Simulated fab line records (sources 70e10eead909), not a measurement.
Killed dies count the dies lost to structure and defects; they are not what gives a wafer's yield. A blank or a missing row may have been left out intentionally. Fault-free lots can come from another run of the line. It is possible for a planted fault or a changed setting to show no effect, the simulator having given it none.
Chamber matching ; flow nand_harc ; rie_diel-04 running NHARC_A_SLIT_DESCUM_14: 4 sister chambers
The step chemistry O2, time 3 s. 22 wafers are shown with their chamber, then 11 later ones without.

## WAFERS WITH THEIR CHAMBER
wafer;chamber;showerhead_plenum_p_Torr (Torr);oes_product_au (a.u.);rf_vpp_V (V)
L075.1;0;2.04;0.997;57.6
L075.5;3;1.93;0.993;58.8
L075.6;2;1.99;0.997;59.6
L077.2;2;1.99;0.995;56.9
L077.3;1;1.89;1.004;57.1
L077.5;0;2.04;1.011;58.8
L079.1;3;1.93;0.988;56.7
L079.2;2;1.99;0.997;58.7
L079.4;1;1.89;1.008;57.9
L081.1;1;1.89;1.007;57.5
L081.4;3;1.92;0.998;59.2
L081.6;1;1.89;1.017;57.8
L080.1;0;2.04;1.001;58.3
L080.2;2;1.99;1.005;59.1
L080.5;3;1.92;0.993;57.5
L083.1;1;1.89;1.008;57.2
L083.2;0;2.04;1.011;57.9
L083.5;3;1.92;0.997;56.0
L087.3;3;1.92;1.011;57.9
L087.5;1;1.89;1.013;57.5
L087.6;2;1.99;1.007;58.8
L089.1;2;1.99;0.990;57.6

SIGNATURES (means of the wafers above)
reading;chamber 0;chamber 1;chamber 2;chamber 3;scatter within a chamber
showerhead_plenum_p_Torr;2.0400;1.8900;1.9900;1.9233;0.00272
oes_product_au;1.00500;1.00950;0.99850;0.99667;0.00656
rf_vpp_V;58.150;57.500;58.450;57.683;0.875
Rule: for each reading, subtract the chamber's mean from the wafer's reading, divide by that reading's scatter and square the result; add these up over the readings and take the root, which gives the wafer's distance from the chamber. The wafer belongs to the nearest chamber; if the next one is less than 2 further off, it can't be placed. The scatter: the root of (the sum of the squares of (reading less its chamber's mean) over the shown wafers, divided by (wafers less chambers)).

## WAFERS MISSING THEIR CHAMBER
wafer;showerhead_plenum_p_Torr (Torr);oes_product_au (a.u.);rf_vpp_V (V)
L089.2;1.92;1.002;58.6
L089.5;1.99;0.985;57.1
L092.1;1.92;1.007;57.5
L092.2;2.04;1.018;58.2
L092.4;1.88;1.024;56.9
L096.2;1.92;1.007;57.9
L096.4;2.04;0.998;58.4
L096.6;2.04;1.006;57.8
L097.1;1.99;0.984;57.8
L097.3;1.92;0.991;56.0
L097.5;2.04;0.992;58.9

## THE CHAMBER EACH PASSED THROUGH
wafer;from the rows above;in truth
L089.2;3;3
L089.5;2;2
L092.1;3;3
L092.2;0;0
L092.4;1;1
L096.2;3;3
L096.4;0;0
L096.6;0;0
L097.1;2;2
L097.3;3;3
L097.5;0;0
Correct placement for 11 of the 11. Not placeable from these rows: 0. Number placed wrongly: 0.
